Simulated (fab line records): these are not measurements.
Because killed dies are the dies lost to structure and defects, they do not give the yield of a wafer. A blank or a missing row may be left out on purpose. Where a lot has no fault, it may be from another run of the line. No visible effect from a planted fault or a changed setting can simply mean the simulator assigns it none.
fab line records -- flow nand-harc
[record] lots = 5, wafers = 15, last-day = 33
route steps=1302 shown P_ZERO_WELL@14
lots with no fault: from the same line, run without faults
start-h: hours from the record's opening day to when the first of the lot's shown wafers began -- wait-h: hours elapsed since this lot's preceding step -- " repeats the value in the row above -- L1.1+2: one row covering several wafers at once -- - no value present, or no start provided -- * or withheld: withheld -- < > ~ a bound
route shown NAME@n: names a module that has steps shown in the file, with the first one's number in the route -- usual: mean/standard deviation of fault-free wafers -- same: alike in all rows -- chamber/n: place in a boat -- sites: each site's reading -- _std_site: the values' standard deviation -- _edge_site: mean of outer sites minus mean of inner sites -- radius-mm: for every site, how far away it sits from the centre of the wafer -- mask NAME#n: copy n -- behind: tool/chamber where the wafer was last shaped -- hold: what put the lot on hold/how long, in hours/how the hold closed -- device: whichever transistor did not switch (one of n, p or np) -- end of line: the route-end tests of the same wafers -- a step with no rows: only its recipe -- killed: not the wafer's yield, but the dies lost to structure and defects at the first sort -- map: a wafer's dies, marking killed ones x, the rest . and places with no die _
set.NAME: the setting as run; set.NAME@STEP: as run at that earlier step -- model.NAME: the simulator's own value behind a step, which no gauge read
certain route steps with their lots: each step a table, each wafer a row
services: from which hour (start-h, from the record's first day; less than 0 if before it) a tool's chamber was out of use, for how many hours, and why
[[steps]]
[step NHARC_P_ZERO_WELL_CD_MEAS_11]
[recipe] target-cd-nm = 500, landing-energy-ev = 500
[usual] cd-nm = 500.0/1.4
lot.wafer,tool,chamber,start-h,wait-h,cd-nm
L429.4,cd-sem-02,0,7.18,-,498.1
L429.5,cd-sem-02,0,7.18,-,500.7
L429.6,cd-sem-02,0,7.18,-,499.3
L436.1,cd-sem-03,0,77.11,-,499.4
L436.5,cd-sem-03,0,77.11,-,498.2
L436.6,cd-sem-03,0,77.11,-,498.6
L437.3,cd-sem-02,0,87.25,-,499.7
L437.4,cd-sem-02,0,87.25,-,498.9
L437.5,cd-sem-02,0,87.25,-,500.5
L448.3,cd-sem-03,0,197.12,-,499.6
L448.4,cd-sem-03,0,197.12,-,502.0
L448.5,cd-sem-03,0,197.12,-,501.3
L450.2,cd-sem-01,0,217.12,-,500.2
L450.5,cd-sem-01,0,217.12,-,501.6
L450.6,cd-sem-01,0,217.12,-,500.2
[step NHARC_P_ZERO_WELL_HARDBAKE_12]
[recipe] temp-c = 118, time-s = 65
[step NHARC_P_ZERO_WELL_DESCUM_13]
[recipe] time-s = 3, o2-flow-sccm = 200, ar-flow-sccm = 0, bias-power-w = 0, chemistry = O2
[usual] drypump-motor-current-A = 5.7/0.42, oes-product-au = 1.002/0.0078, rf-vpp-V = 57.7/0.89, showerhead-plenum-p-Torr = 1.87/0.094, throttle-valve-pct = 11.310/0.01
lot.wafer,tool,chamber,start-h,wait-h,drypump-motor-current-A,oes-product-au,rf-hours-counter-h,rf-vpp-V,showerhead-plenum-p-Torr,throttle-valve-pct
L429.6,rie-diel-04,1,7.37,-,5.9,1.016,-,58.1,1.94,11.310
L429.4,rie-diel-04,3,7.37,-,6.1,1.019,-,56.9,1.83,11.315
L429.5,rie-diel-04,0,7.37,-,5.9,0.997,-,56.6,1.79,11.319
L436.1,rie-diel-05,1,77.27,-,5.3,1.004,12,57.5,1.98,11.322
L436.5,rie-diel-05,1,77.27,-,5.3,1.006,-,58.1,1.98,11.297
L436.6,rie-diel-05,2,77.27,-,6.1,0.993,-,56.7,1.81,11.313
L437.4,rie-diel-04,0,87.40,-,6.0,0.996,34,58.2,1.79,11.294
L437.3,rie-diel-04,3,87.40,-,6.1,1.010,35,57.5,1.82,11.315
L437.5,rie-diel-04,1,87.40,-,6.0,1.004,-,58.1,1.93,11.310
L448.3,rie-diel-04,2,197.27,-,5.6,1.000,9,58.0,1.82,11.311
L448.4,rie-diel-04,1,197.27,-,6.0,1.003,8,58.3,1.92,11.296
L448.5,rie-diel-04,3,197.27,-,6.1,1.017,-,57.9,1.81,11.320
L450.2,rie-diel-03,2,217.28,-,5.0,1.009,32,58.9,2.05,11.303
L450.5,rie-diel-03,1,217.28,-,5.9,1.005,-,57.5,1.84,11.310
L450.6,rie-diel-03,2,217.28,-,5.0,1.007,-,58.4,2.05,11.326
[step NHARC_P_ZERO_WELL_ETCH_65]
[recipe] target-depth-a = 800, overetch-a = 240, time-s = 87.88, ion-energy-ev = 200, n2-flow-sccm = 150, h2-flow-sccm = 150, ar-flow-sccm = 0, rf-w = 400, bias-w = 150, chemistry = N2/H2
[usual] bias-w = 150.0/0.43, drypump-motor-current-A = 5.7/0.41, oes-product-au = 1.002/0.0069, rf-vpp-V = 429.4/2.8, showerhead-plenum-p-Torr = 2.00/0.1, throttle-valve-pct = 14.172/0.0087
lot.wafer,tool,chamber,start-h,wait-h,bias-w,drypump-motor-current-A,oes-product-au,rf-hours-counter-h,rf-vpp-V,showerhead-plenum-p-Torr,throttle-valve-pct
L429.4,rie-diel-04,1,7.47,0.1,150.0,6.0,1.009,-,431.1,2.06,14.166
L429.6,rie-diel-04,3,7.47,0.1,150.1,6.1,1.003,-,427.3,1.94,14.158
L429.5,rie-diel-04,0,7.47,0.1,150.0,6.0,0.989,-,425.2,1.91,14.158
L436.1,rie-diel-05,0,77.38,0.1,149.7,6.3,0.997,12,427.6,1.92,14.169
L436.5,rie-diel-05,1,77.38,0.1,150.7,5.4,1.005,-,432.4,2.12,14.174
L436.6,rie-diel-05,2,77.38,0.1,150.1,6.2,1.010,-,426.8,1.93,14.179
L437.4,rie-diel-04,0,87.62,0.2,150.0,5.9,1.001,34,426.7,1.90,14.168
L437.3,rie-diel-04,2,87.62,0.2,150.0,5.6,1.005,29,427.4,1.95,14.171
L437.5,rie-diel-04,0,87.62,0.2,149.4,5.9,0.994,-,426.4,1.90,14.183
L448.4,rie-diel-04,1,197.35,0.1,150.5,6.0,1.000,8,431.7,2.04,14.174
L448.3,rie-diel-04,2,197.35,0.1,150.0,5.6,0.986,9,428.8,1.94,14.171
L448.5,rie-diel-04,2,197.35,0.1,150.3,5.6,0.987,-,425.8,1.94,14.168
L450.2,rie-diel-03,1,217.36,0.1,149.3,5.9,0.997,33,428.8,1.95,14.161
L450.6,rie-diel-03,0,217.36,0.1,150.3,5.2,0.993,-,429.6,1.98,14.162
L450.5,rie-diel-03,1,217.36,0.1,149.7,5.9,1.005,-,428.4,1.95,14.181
[step NHARC_P_ZERO_WELL_ETCH_62]
[recipe] target-depth-a = 130, time-s = 6.5, chf3-flow-sccm = 50, ar-flow-sccm = 200, rf-w = 500, bias-w = 200, chemistry = CHF3/Ar
[usual] bias-w = 200.0/0.6, drypump-motor-current-A = 5.7/0.42, oes-product-au = 0.963/0.014, rf-vpp-V = 369.5/2.4, showerhead-plenum-p-Torr = 2.30/0.11, throttle-valve-pct = 20.217/0.0082
lot.wafer,tool,chamber,start-h,wait-h,bias-w,drypump-motor-current-A,oes-product-au,rf-hours-counter-h,rf-vpp-V,showerhead-plenum-p-Torr,throttle-valve-pct
L429.5,rie-diel-04,3,-,-,199.4,6.1,0.966,-,369.7,2.24,20.226
L429.4,rie-diel-04,0,-,-,199.9,6.0,0.956,-,367.2,2.20,20.210
L429.6,rie-diel-04,1,-,-,199.7,6.0,0.963,-,370.5,2.37,20.218
L436.1,rie-diel-05,3,-,-,200.0,5.2,0.977,11,372.9,2.53,20.214
L436.6,rie-diel-05,3,-,-,201.4,5.2,0.983,-,373.8,2.53,20.224
L436.5,rie-diel-05,0,-,-,200.0,6.3,0.957,-,368.4,2.22,20.212
L437.4,rie-diel-04,1,-,-,199.8,6.0,0.954,32,369.6,2.36,20.203
L437.3,rie-diel-04,2,-,-,200.4,5.6,0.943,29,369.5,2.24,20.205
L437.5,rie-diel-04,1,-,-,200.3,6.0,0.949,-,369.8,2.36,20.218
L448.3,rie-diel-04,0,-,-,199.1,6.0,0.982,11,366.5,2.18,20.219
L448.4,rie-diel-04,1,-,-,201.3,6.0,0.987,8,371.3,2.35,20.211
L448.5,rie-diel-04,2,-,-,199.9,5.6,0.948,-,368.7,2.23,20.215
L450.2,rie-diel-03,3,-,-,201.0,6.1,0.987,39,365.8,2.20,20.225
L450.6,rie-diel-03,3,-,-,200.4,6.0,0.979,-,366.0,2.20,20.217
L450.5,rie-diel-03,0,-,-,200.6,5.2,0.974,-,368.2,2.28,20.208
[step NHARC_P_ZERO_WELL_ETCH_63]
[recipe] target-depth-a = 1200, time-s = 40.1, hbr-flow-sccm = 150, cl2-flow-sccm = 50, rf-w = 400, icp-w = 400, bias-w = 100, chemistry = HBr/Cl2
[usual] bias-w = 100.0/0.31, drypump-motor-current-A = 5.9/0.6, oes-product-au = 0.999/0.0088, throttle-valve-pct = 26.406/0.0098
lot.wafer,tool,chamber,start-h,wait-h,bias-w,drypump-motor-current-A,oes-product-au,rf-hours-counter-h,throttle-valve-pct
L429.4,rie-si-06,1,7.67,-,100.1,4.6,1.002,0.8,26.396
L429.5,rie-si-06,2,7.67,-,100.7,6.0,0.999,-,26.401
L429.6,rie-si-06,3,7.67,-,100.4,5.7,1.013,-,26.399
L436.1,rie-si-06,3,77.56,-,100.3,5.7,1.000,0.1,26.397
L436.5,rie-si-06,1,77.56,-,100.1,4.7,0.995,-,26.415
L436.6,rie-si-06,2,77.56,-,100.4,6.1,0.986,-,26.408
L437.4,rie-si-02,3,87.81,-,100.1,5.1,1.001,0.0,26.407
L437.3,rie-si-02,0,87.81,-,100.0,5.6,1.002,0.0,26.410
L437.5,rie-si-02,2,87.81,-,100.5,6.5,1.007,-,26.405
L448.3,rie-si-06,1,197.54,-,100.3,4.7,0.994,1.1,26.385
L448.4,rie-si-06,3,197.54,-,100.1,5.7,1.011,1.0,26.417
L448.5,rie-si-06,1,197.54,-,100.1,4.6,1.004,-,26.425
L450.2,rie-si-05,0,217.55,-,100.2,5.5,0.982,0.6,26.421
L450.6,rie-si-05,2,217.55,-,100.0,6.3,1.000,-,26.411
L450.5,rie-si-05,3,217.55,-,100.2,6.1,0.989,-,26.399
[step NHARC_P_ZERO_WELL_STRIP_15]
[recipe] time-s = 900, temp-c = 130, chemistry = SPM
[step NHARC_P_ZERO_WELL_DEHYDRATE_16]
[recipe] temp-c = 150, time-s = 120
[step NHARC_P_ZERO_WELL_HMDS_17]
[recipe] time-s = 30
[step NHARC_P_ZERO_WELL_COAT_18]
[recipe] spin-rpm = withheld
[step NHARC_P_ZERO_WELL_SOFTBAKE_19]
[recipe] temp-c = 122, time-s = 95
[step NHARC_P_ZERO_WELL_EBR_20]
[step NHARC_P_ZERO_WELL_EXPOSE_21]
[recipe] na = 0.6, target-cd-nm = 720, dose-mj = 22.31, mask-id = P_NWELL
lot.wafer,tool,chamber,start-h,wait-h,mask
L429.4+5+6,krf-scanner-03,0,8.43,-,P_NWELL#0
L436.1+5+6,krf-scanner-04,0,78.31,-,P_NWELL#0
L437.3+4+5,krf-scanner-03,0,88.61,-,P_NWELL_R1#0
L448.3+4+5,krf-scanner-02,0,198.18,-,P_NWELL#0
L450.2+5+6,krf-scanner-04,0,218.18,-,P_NWELL#0
[step NHARC_P_ZERO_WELL_PEB_22]
[recipe] peb-temp-c = 118, peb-time-s = 85
[step NHARC_P_ZERO_WELL_DEVELOP_23]
[recipe] time-s = 70
[step NHARC_P_ZERO_WELL_CD_MEAS_24]
[recipe] target-cd-nm = 720, landing-energy-ev = 500
[usual] cd-nm = 719.9/1.1
lot.wafer,tool,chamber,start-h,wait-h,cd-nm
L429.4,cd-sem-01,0,8.57,-,717.9
L429.5,cd-sem-01,0,8.57,-,720.6
L429.6,cd-sem-01,0,8.57,-,720.4
L436.1,cd-sem-02,0,78.47,-,719.8
L436.5,cd-sem-02,0,78.47,-,721.1
L436.6,cd-sem-02,0,78.47,-,721.8
L437.3,cd-sem-01,0,88.77,-,681.8
L437.4,cd-sem-01,0,88.77,-,682.4
L437.5,cd-sem-01,0,88.77,-,680.5
L448.3,cd-sem-01,0,198.33,-,719.8
L448.4,cd-sem-01,0,198.33,-,721.8
L448.5,cd-sem-01,0,198.33,-,718.9
L450.2,cd-sem-01,0,218.33,-,719.4
L450.5,cd-sem-01,0,218.33,-,720.1
L450.6,cd-sem-01,0,218.33,-,720.3
[step NHARC_P_ZERO_WELL_HARDBAKE_25]
[recipe] temp-c = 125, time-s = 80
[step NHARC_P_ZERO_WELL_DESCUM_26]
[recipe] time-s = 3, o2-flow-sccm = 200, ar-flow-sccm = 0, bias-power-w = 0, chemistry = O2
[usual] drypump-motor-current-A = 5.7/0.42, oes-product-au = 1.001/0.0065, rf-vpp-V = 57.6/0.96, showerhead-plenum-p-Torr = 1.88/0.1, throttle-valve-pct = 11.312/0.0089
lot.wafer,tool,chamber,start-h,wait-h,drypump-motor-current-A,oes-product-au,rf-hours-counter-h,rf-vpp-V,showerhead-plenum-p-Torr,throttle-valve-pct,model.P_ZERO_WELL.cd-nm
L429.4,rie-diel-05,1,8.76,-,5.3,0.998,41,57.8,1.99,11.313,718
L429.5,rie-diel-05,2,8.76,-,6.2,1.003,-,58.2,1.82,11.325,720.8
L429.6,rie-diel-05,3,8.76,-,5.1,0.998,-,56.2,1.77,11.303,720.7
L436.1,rie-diel-04,3,78.65,-,6.1,0.998,32,57.5,1.82,11.314,719.3
L436.6,rie-diel-04,1,78.65,-,6.0,1.004,-,56.1,1.93,11.312,722.2
L436.5,rie-diel-04,2,78.65,-,5.6,1.006,-,57.9,1.83,11.301,720.6
L437.3,rie-diel-05,0,88.92,-,6.3,0.995,17,57.2,1.80,11.299,681.6
L437.4,rie-diel-05,3,88.92,-,5.2,1.001,16,58.9,2.07,11.300,682.6
L437.5,rie-diel-05,1,88.92,-,5.4,1.003,-,57.5,1.98,11.309,680.8
L448.3,rie-diel-03,1,198.49,-,5.9,1.003,28,57.4,1.84,11.308,720.3
L448.4,rie-diel-03,3,198.49,-,6.1,1.008,34,58.3,1.79,11.313,721.4
L448.5,rie-diel-03,2,198.49,-,5.0,1.002,-,59.5,2.05,11.306,718.7
L450.2,rie-diel-03,3,218.50,-,6.1,0.992,39,58.2,1.79,11.314,719.9
L450.5,rie-diel-03,2,218.50,-,5.0,1.005,-,59.4,2.05,11.305,719.9
L450.6,rie-diel-03,3,218.50,-,6.1,1.006,-,57.6,1.79,11.302,720.4
[step NHARC_P_ZERO_WELL_IMPLANT_27]
[recipe] energy-kev = 600, dose-cm2 = 1e+13, tilt-deg = 7
[[services]]
tool,chamber,start-h,hours,kind
rie-si-06,3,-15.38,5.2,repair
krf-scanner-04,-,-14.00,4.0,pm
rie-diel-05,0,0.45,3.9,repair
rie-diel-04,2,4.86,3.8,repair
rie-si-06,0,10.33,2.3,repair
rie-diel-04,-,16.11,0.1,repair
krf-scanner-03,-,28.00,4.0,pm
rie-diel-05,-,28.60,9.0,pm
rie-diel-03,3,41.98,7.6,repair
krf-scanner-04,-,46.83,0.2,repair
rie-si-06,-,48.00,9.0,pm
rie-diel-05,3,61.87,12.4,repair
rie-diel-03,-,80.37,9.0,pm
krf-scanner-04,-,95.24,0.2,repair
rie-diel-05,3,108.71,6.1,repair
rie-diel-05,1,119.66,7.0,repair
rie-si-06,0,126.16,4.3,repair
rie-diel-04,-,154.16,9.0,pm
rie-diel-05,1,164.73,3.1,repair
rie-si-06,0,178.06,1.3,repair
rie-diel-04,1,198.23,12.1,repair
rie-diel-03,2,205.24,9.5,repair
rie-diel-05,-,205.60,9.0,pm
rie-diel-04,2,217.82,8.8,repair
[[key]]
[first-sign] step = NHARC_P_ZERO_WELL_EXPOSE_21, reading = mask, direction = changed
[effect] step = NHARC_P_ZERO_WELL_CD_MEAS_24, reading = cd-nm, direction = down, sigmas = 35, usual = 719.9, struck = 681.6
[model-effect] step = NHARC_P_ZERO_WELL_DESCUM_26, value = P_ZERO_WELL.cd-nm, without = 718.9, struck = 681.7
met-at NHARC_P_ZERO_WELL_EXPOSE_21
struck-wafers L437.3,L437.4,L437.5
tester-left-out L437
onset-between 8.43 88.61
[fault] kind = wrong-mask, tool = any, chamber = -, onset-h = 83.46, steps = NHARC_P_ZERO_WELL_EXPOSE_21, aux-copy = P_NWELL_R1#0, cd-offset-nm = -37.287, scope = struck-lots-only
// tester-left-out: of these lots the tester's yield and bins aren't shown, on N5 and GAA mostly nor the transistor test; their killed dies are dies lost to structure and defects alone, not to doping, threshold or leakage, so they don't give the yield
